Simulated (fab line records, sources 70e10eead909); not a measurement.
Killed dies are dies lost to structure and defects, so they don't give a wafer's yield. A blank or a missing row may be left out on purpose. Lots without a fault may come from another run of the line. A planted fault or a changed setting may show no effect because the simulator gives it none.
fab line records | flow nand_harc
record lots=13 wafers=39 last_day=34
route steps=1302 shown P_GATE@131
lots that met no fault: from a run of the same line without faults
start_h: hours from the record's first day to the start of the lot's first wafer shown | wait_h: hours since the lot's step before | " the same as in the row above | L1.1+2: a row that stands for several wafers | - no value, or no start given | * or withheld: withheld | < > ~ a bound
route shown NAME@n: a module of which the file shows steps, and the number in the route of the first | usual: mean/standard deviation of fault-free wafers | same: alike in all rows | chamber/n: place in a boat | sites: the reading at each site | _std_site: their standard deviation | _edge_site: outer sites' mean less inner sites' | radius_mm: how far each site lies from the wafer's centre | mask NAME#n: copy n | behind: the tool/chamber that last shaped the wafer | hold: why the lot was held/for how many hours/how that ended | device: the transistor (n, p or np) that didn't switch | end of line: the same wafers' tests at the end of the route | a step without rows: its recipe alone | killed: dies lost to structure and defects at the first sort, not the wafer's yield | map: a wafer's dies, x killed, . not, _ none there
set.NAME: the setting as run; set.NAME@STEP: as run at that earlier step | model.NAME: the simulator's own value behind a step, which no gauge read
steps of the route over a sample of lots; a table a step, a row a wafer
services: from which hour (start_h, from the record's first day; less than 0 if before it) a tool's chamber was out of use, for how many hours, and why
## steps
# step NHARC_P_GATE_HM_DEP_102
# recipe target_thk_a=1200 temp_c=400 material=aC
# usual throttle_valve_pct=35.001/0.0093
# columns lot.wafer tool chamber start_h wait_h throttle_valve_pct
L559.1 acl_dep-02 0 107.07 1.9 35.008
L559.2 " 0 " " 34.997
L559.4 " 0 " " 34.987
L560.3 acl_dep-01 0 110.06 0.6 34.997
L560.5 " 0 " " 35.011
L560.6 " 0 " " 35.000
L561.1 acl_dep-02 0 126.32 0.8 34.991
L561.2 " 0 " " 34.995
L561.3 " 0 " " 34.995
L562.1 acl_dep-02 0 133.09 0.4 35.001
L562.4 " 0 " " 35.009
L562.5 " 0 " " 35.013
L563.4 acl_dep-01 0 145.99 0.7 35.013
L563.5 " 0 " " 35.003
L563.6 " 0 " " 34.999
L564.1 acl_dep-01 0 154.51 0.6 35.007
L564.2 " 0 " " 34.992
L564.4 " 0 " " 34.985
L568.2 acl_dep-03 0 196.23 1.4 34.996
L568.4 " 0 " " 35.015
L568.6 " 0 " " 34.999
L570.2 acl_dep-03 0 220.24 4.6 34.993
L570.3 " 0 " " 35.001
L570.5 " 0 " " 35.009
L576.1 acl_dep-01 0 275.13 0.4 35.018
L576.5 " 0 " " 35.010
L576.6 " 0 " " 35.010
L578.3 acl_dep-03 0 300.90 4.3 35.008
L578.4 " 0 " " 34.996
L578.5 " 0 " " 34.995
L580.3 acl_dep-02 0 314.89 7.3 34.994
L580.4 " 0 " " 35.007
L580.5 " 0 " " 35.014
L579.1 acl_dep-02 0 315.31 7.7 34.992
L579.4 " 0 " " 34.994
L579.5 " 0 " " 34.997
L581.1 acl_dep-02 0 324.68 2.7 34.988
L581.4 " 0 " " 34.991
L581.5 " 0 " " 35.006
# step NHARC_P_GATE_ETCHBACK_37
# recipe target_depth_a=345 time_s=17.2 chf3_flow_sccm=50 o2_flow_sccm=10 ar_flow_sccm=200 rf_w=500 bias_w=200 chemistry=CHF3/O2
# usual chf3_flow_sccm=50.02/0.15 drypump_motor_current_A=5.8/0.48 oes_product_au=0.94/0.03 rf_vpp_V=370.8/2.2 showerhead_plenum_p_Torr=2.41/0.093 throttle_valve_pct=20.573/0.0092
# same time_s=17.2
# columns lot.wafer tool chamber start_h wait_h chf3_flow_sccm drypump_motor_current_A oes_product_au rf_hours_counter_h rf_vpp_V showerhead_plenum_p_Torr throttle_valve_pct
L559.2 rie_diel-10 2 - - 49.78 6.5 0.99 2 368.1 2.30 20.577
L559.1 " 3 " " 49.91 5.2 0.99 1 375.5 2.57 20.566
L559.4 " 0 " " 49.86 5.4 0.99 2 371.1 2.40 20.567
L560.3 rie_diel-10 0 - - 50.08 5.4 0.92 2 372.0 2.40 20.572
L560.5 " 2 " " 50.07 6.4 0.92 - 367.9 2.30 20.568
L560.6 " 3 " " 50.25 5.1 1.01 - 374.0 2.57 20.573
L561.2 rie_diel-10 2 - - 50.21 6.4 0.92 2 368.8 2.30 20.586
L561.1 " 3 " " 49.80 5.1 0.92 1 373.7 2.57 20.577
L561.3 " 0 " " 50.05 5.4 0.92 3 370.8 2.40 20.579
L562.1 rie_diel-13 1 - - 50.06 5.8 0.92 9 372.2 2.53 20.561
L562.4 " 1 " " 50.14 5.8 0.92 - 372.6 2.53 20.572
L562.5 " 3 " " 49.92 5.1 0.93 - 369.3 2.32 20.590
L563.4 rie_diel-13 0 - - 49.93 5.9 0.96 11 370.8 2.40 20.563
L563.5 " 1 " " 50.04 5.8 0.94 - 374.6 2.53 20.569
L563.6 " 2 " " 49.88 6.3 0.93 - 373.5 2.51 20.564
L564.1 rie_diel-10 2 - - 50.17 6.4 0.93 5 368.5 2.30 20.565
L564.2 " 1 " " 49.97 6.3 0.94 6 372.7 2.44 20.570
L564.4 " 2 " " 50.23 6.4 0.94 - 369.5 2.30 20.589
L568.2 rie_diel-10 2 - - 49.96 6.4 0.92 7 368.8 2.30 20.571
L568.6 " 2 " " 49.84 6.5 0.93 - 368.0 2.30 20.579
L568.4 " 0 " " 50.02 5.4 0.93 - 371.6 2.40 20.574
L570.3 rie_diel-13 0 - - 50.07 5.9 0.92 3 370.0 2.40 20.574
L570.2 " 1 " " 50.18 5.8 0.92 3 373.2 2.52 20.564
L570.5 " 0 " " 50.26 6.0 0.93 - 370.5 2.40 20.577
L576.1 rie_diel-10 1 - - 50.10 6.3 1.00 3 370.6 2.44 20.584
L576.5 " 0 " " 49.85 5.4 1.00 - 371.2 2.40 20.568
L576.6 " 1 " " 50.03 6.3 1.00 - 371.9 2.44 20.586
L578.3 rie_diel-13 0 - - 50.06 5.9 0.94 8 371.9 2.40 20.570
L578.4 " 3 " " 50.15 5.1 0.94 9 368.6 2.32 20.575
L578.5 " 0 " " 49.99 5.9 0.94 - 370.0 2.40 20.556
L580.4 rie_diel-13 3 - - 50.08 5.1 0.93 10 368.5 2.32 20.572
L580.3 " 0 " " 50.15 5.9 0.93 10 370.2 2.40 20.584
L580.5 " 2 " " 50.07 6.3 0.93 - 374.2 2.50 20.591
L579.1 rie_diel-10 3 - - 50.13 5.1 0.92 6 372.7 2.57 20.557
L579.5 " 3 " " 50.08 5.1 0.92 - 374.0 2.57 20.574
L579.4 " 1 " " 50.20 6.3 0.92 - 371.7 2.44 20.569
L581.4 rie_diel-10 1 - - 50.05 6.3 0.92 7 373.4 2.44 20.580
L581.1 " 3 " " 49.78 5.1 0.92 6 373.8 2.57 20.575
L581.5 " 0 " " 49.87 5.4 0.97 - 371.0 2.40 20.576
# step NHARC_P_GATE_STRIP_111
# recipe power_w=1500 temp_c=110 time_s=250 chemistry=N2/H2
# usual drypump_motor_current_A=5.5/0.37 heater_power_w=89/14
# same time_s=250
# columns lot.wafer tool chamber start_h wait_h drypump_motor_current_A heater_power_w rf_hours_counter_h
L559.2 plasma_asher-02 0 120.74 0.2 5.2 107 18
L559.1 " 1 " " 6.1 88 18
L559.4 " 1 " " 6.0 84 -
L560.3 plasma_asher-01 1 134.36 10.7 5.7 77 -
L560.5 " 1 " " 5.6 77 -
L560.6 " 0 " " 5.1 72 -
L561.2 plasma_asher-01 1 140.02 0.2 5.6 76 10
L561.1 " 0 " " 5.1 76 10
L561.3 " 0 " " 5.1 76 -
L562.1 plasma_asher-02 0 146.88 0.3 5.3 107 24
L562.4 " 0 " " 5.3 112 -
L562.5 " 1 " " 6.0 85 -
L563.4 plasma_asher-02 0 159.61 0.3 5.2 107 -
L563.5 " 1 " " 6.1 86 -
L563.6 " 0 " " 5.2 108 -
L564.2 plasma_asher-01 1 168.34 0.2 5.6 75 18
L564.1 " 0 " " 5.2 75 18
L564.4 " 0 " " 5.1 76 -
L568.2 plasma_asher-01 0 210.87 0.2 5.1 80 5
L568.4 " 0 " " 5.1 79 -
L568.6 " 1 " " 5.6 78 -
L570.2 plasma_asher-02 1 233.97 0.2 6.1 85 44
L570.3 " 0 " " 5.2 109 -
L570.5 " 1 " " 6.1 87 -
L576.1 plasma_asher-02 0 288.69 0.2 5.2 114 9
L576.5 " 0 " " 5.2 116 -
L576.6 " 1 " " 6.0 86 -
L578.4 plasma_asher-01 0 314.60 0.2 5.2 79 -
L578.3 " 1 " " 5.7 75 -
L578.5 " 0 " " 5.2 76 -
L580.3 plasma_asher-01 0 328.55 0.2 5.1 80 -
L580.4 " 1 " " 5.6 76 -
L580.5 " 0 " " 5.1 79 -
L579.1 plasma_asher-02 1 329.10 0.2 6.0 87 14
L579.4 " 0 " " 5.2 119 -
L579.5 " 1 " " 6.0 84 -
L581.1 plasma_asher-02 1 338.40 0.2 6.1 86 16
L581.4 " 1 " " 6.0 83 -
L581.5 " 0 " " 5.2 116 -
# step NHARC_P_GATE_EXPOSE_56
# recipe na=0.6 target_cd_nm=720 dose_mj=14.81 mask_id=P_PSD
# usual stage_vel_mm_s=500.08/0.27
# columns lot.wafer tool chamber start_h wait_h mask stage_vel_mm_s
L559.1 krf_scanner-03 0 121.68 - P_PSD#0 500.26
L559.2 " 0 " " P_PSD#0 500.19
L559.4 " 0 " " P_PSD#0 500.21
L560.3 krf_scanner-03 0 135.21 - P_PSD#0 500.27
L560.5 " 0 " " P_PSD#0 500.42
L560.6 " 0 " " P_PSD#0 500.23
L561.1 krf_scanner-02 0 141.09 - P_PSD#0 499.91
L561.2 " 0 " " P_PSD#0 499.98
L561.3 " 0 " " P_PSD#0 499.81
L562.1 krf_scanner-02 0 147.78 - P_PSD#0 500.31
L562.4 " 0 " " P_PSD#0 499.90
L562.5 " 0 " " P_PSD#0 499.57
L563.4 krf_scanner-03 0 160.54 - P_PSD#0 499.90
L563.5 " 0 " " P_PSD#0 499.84
L563.6 " 0 " " P_PSD#0 499.85
L564.1 krf_scanner-04 0 169.42 - P_PSD#0 500.12
L564.2 " 0 " " P_PSD#0 500.33
L564.4 " 0 " " P_PSD#0 500.17
L568.2 krf_scanner-03 0 211.90 - P_NSD#0 499.94
L568.4 " 0 " " P_NSD#0 499.99
L568.6 " 0 " " P_NSD#0 500.08
L570.2 krf_scanner-02 0 234.99 - P_PSD#0 500.31
L570.3 " 0 " " P_PSD#0 500.02
L570.5 " 0 " " P_PSD#0 500.58
L576.1 krf_scanner-03 0 289.76 - P_PSD#0 500.11
L576.5 " 0 " " P_PSD#0 500.18
L576.6 " 0 " " P_PSD#0 500.10
L578.3 krf_scanner-03 0 315.46 - P_PSD#0 500.36
L578.4 " 0 " " P_PSD#0 500.14
L578.5 " 0 " " P_PSD#0 500.20
L580.3 krf_scanner-02 0 329.53 - P_PSD#0 499.79
L580.4 " 0 " " P_PSD#0 499.51
L580.5 " 0 " " P_PSD#0 500.32
L579.1 krf_scanner-03 0 330.17 - P_PSD#0 500.44
L579.4 " 0 " " P_PSD#0 500.05
L579.5 " 0 " " P_PSD#0 500.46
L581.1 krf_scanner-02 0 339.42 - P_PSD#0 499.96
L581.4 " 0 " " P_PSD#0 500.44
L581.5 " 0 " " P_PSD#0 499.99
# step NHARC_P_GATE_CD_MEAS_59
# recipe target_cd_nm=720 landing_energy_ev=500
# usual cd_nm=719.4/1.5
# columns lot.wafer tool chamber start_h wait_h cd_nm
L559.1 cd_sem-03 0 121.84 - 719.1
L559.2 " 0 " " 720.9
L559.4 " 0 " " 720.5
L560.3 cd_sem-02 0 135.36 - 718.6
L560.5 " 0 " " 718.8
L560.6 " 0 " " 719.1
L561.1 cd_sem-03 0 141.25 - 719.4
L561.2 " 0 " " 717.7
L561.3 " 0 " " 720.8
L562.1 cd_sem-03 0 147.93 - 720.3
L562.4 " 0 " " 719.7
L562.5 " 0 " " 722.5
L563.4 cd_sem-03 0 160.69 - 716.9
L563.5 " 0 " " 715.8
L563.6 " 0 " " 716.8
L564.1 cd_sem-01 0 169.58 - 716.0
L564.2 " 0 " " 717.2
L564.4 " 0 " " 720.1
L568.2 cd_sem-01 0 212.05 - -
L568.4 " 0 " " -
L568.6 " 0 " " -
L570.2 cd_sem-03 0 235.14 - 719.0
L570.3 " 0 " " 717.6
L570.5 " 0 " " 718.2
L576.1 cd_sem-01 0 289.92 - 719.2
L576.5 " 0 " " 718.7
L576.6 " 0 " " 719.3
L578.3 cd_sem-03 0 315.61 - 719.0
L578.4 " 0 " " 719.8
L578.5 " 0 " " 719.8
L580.3 cd_sem-01 0 329.68 - 722.2
L580.4 " 0 " " 721.2
L580.5 " 0 " " 721.3
L579.1 cd_sem-01 0 330.33 - 717.0
L579.4 " 0 " " 718.2
L579.5 " 0 " " 716.6
L581.1 cd_sem-02 0 339.58 - 719.9
L581.4 " 0 " " 717.8
L581.5 " 0 " " 721.4
## services
# columns tool chamber start_h hours kind
krf_scanner-02 - 94.00 4.0 pm
rie_diel-10 3 95.16 5.2 repair
rie_diel-10 3 105.21 7.2 repair
krf_scanner-03 - 106.41 0.5 repair
rie_diel-13 2 114.81 2.6 repair
acl_dep-03 - 120.04 13.0 pm
plasma_asher-02 - 121.26 12.7 repair
krf_scanner-03 - 129.02 0.5 repair
rie_diel-10 3 140.09 128.0 repair
rie_diel-13 2 142.30 4.0 repair
krf_scanner-03 - 147.03 11.7 repair
rie_diel-13 - 165.04 9.0 pm
plasma_asher-01 - 170.55 9.0 pm
acl_dep-01 - 188.25 13.0 pm
rie_diel-10 1 196.41 7.7 repair
krf_scanner-03 - 213.61 2.0 repair
krf_scanner-03 - 224.00 4.0 pm
acl_dep-02 - 242.71 13.0 pm
rie_diel-10 - 243.62 9.0 pm
plasma_asher-02 - 249.23 9.0 pm
krf_scanner-02 - 266.00 4.0 pm
plasma_asher-01 - 281.59 2.3 repair
plasma_asher-01 - 325.18 1.6 repair
rie_diel-13 - 336.75 2.6 repair
## key
first_sign step=NHARC_P_GATE_EXPOSE_56 reading=mask direction=changed
effect step=NHARC_P_GATE_CD_MEAS_59 reading=cd_nm direction=missing
met_at NHARC_P_GATE_EXPOSE_56
struck_lots L568
later_rows_left_out L568.2,L568.4,L568.6
sort_left_out L568.2,L568.4,L568.6
tester_left_out L568
not_acting_at NHARC_P_GATE_HM_DEP_102,NHARC_P_GATE_ETCHBACK_37,NHARC_P_GATE_STRIP_111
onset_between 160.54 211.90
fault kind=wrong_mask tool=any chamber=- onset_h=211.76 steps=NHARC_P_GATE_EXPOSE_56 aux_copy=P_NSD#0 scope=struck_lots_only
# tester_left_out: of these lots the tester's yield and bins aren't shown, on N5 and GAA mostly nor the transistor test; their killed dies are dies lost to structure and defects alone, not to doping, threshold or leakage, so they don't give the yield
# sort_left_out: the simulated sort isn't trusted on such a fault, so these wafers' sort isn't shown, and their yield isn't known
# later_rows_left_out: the simulator's readings of these wafers behind a module that went badly wrong aren't trusted and aren't shown, but for the sort
